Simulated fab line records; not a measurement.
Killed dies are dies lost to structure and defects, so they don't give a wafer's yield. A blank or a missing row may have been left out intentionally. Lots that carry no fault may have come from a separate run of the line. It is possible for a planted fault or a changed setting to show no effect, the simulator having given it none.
Problem report in the 8D (eight disciplines) form, filled by code    flow n5Finfet    the parts of the form that need people (team, actions taken, sign-off) are left out

## 1. PROBLEM STATEMENT
Wafers without a fault read 1500.3 rpm, standard deviation 1.2; spinSpeedRpm at N5_BEOL_M1_COAT_61 reads a mean of 1541.4 rpm on 6 wafers belonging to 2 lots. That is +34 standard deviations from the usual mean.
The step: time 60 s, resist thk 60 nm.
First observed at day 8 15:56: wafer L681.2, on lithoTrack-02. At this step, 12 wafers from 4 lots have a number in the record. Rule for "out" (also "out of limits"): further than 4 standard deviations from the usual mean. The other wafers with a number count as sound.

## 2. WHAT IT IS, WHAT IT ISN'T
question                     is                      is not
which readings at this step  spinSpeedRpm            -
which lots                   L681, L682              L677, L689
which wafers of those lots   all that have a number  -
read on which tools          lithoTrack-02           lithoTrack-04
when                         from day 8 15:56        up to then (3 sound wafers); but 3 sound wafers of L689 came after

## 3. THE SUSPECTS, EACH WITH WHAT RULES IT OUT
Counting: a tool at a process step up to the reading stays a suspect if it ran every lot that is out and no sound lot after the first of them.
- lithoTrack-02 at N5_BEOL_M1_COAT_61 (time 60 s, resist thk 60 nm): kept. Every lot that is out went through it, starting with L681 (day 8 15:56), and after that it ran no sound lot; the last sound lot it ran before then is L677 (day 7 12:07). On those wafers its own readings are out: spinSpeedRpm.
Remaining after the count: lithoTrack-02 at N5_BEOL_M1_COAT_61.

## 4. THE CAUSE (what the simulator had put in)
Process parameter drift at N5_BEOL_M1_COAT_61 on lithoTrack-02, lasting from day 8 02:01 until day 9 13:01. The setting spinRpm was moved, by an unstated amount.
The count eliminated every tool but this one.

## 5. THE EFFECT CHAIN, in route order
One row per reading whose mean, taken over the struck wafers that have a number, lies over 3 standard deviations from the usual. Readings are gone through only where the record gives a usual standard deviation; hours: the median, over the lots, of the time from a lot's start at the first step in this table giving one to that lot's start at this step; sigmas: the change measured in usual standard deviations.
hours  step                reading       usual       on struck wafers  change  sigmas
0      N5_BEOL_M1_COAT_61  spinSpeedRpm  1500.3 rpm  1541.4            +41.1   +34
Here are the process steps it includes:
- N5_BEOL_M1_COAT_61: time 60 s, resist thk 60 nm.
Later measuring or inspecting steps at which every struck wafer that the step has a row for has a number for every such reading, and none has moved that far: N5_BEOL_M4_RC_MEAS_101.

## 6. WHAT WOULD HAVE CAUGHT IT SOONER
First out-of-limits reading in this record: day 8 15:56, which is 14 hours after fault onset at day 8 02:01.
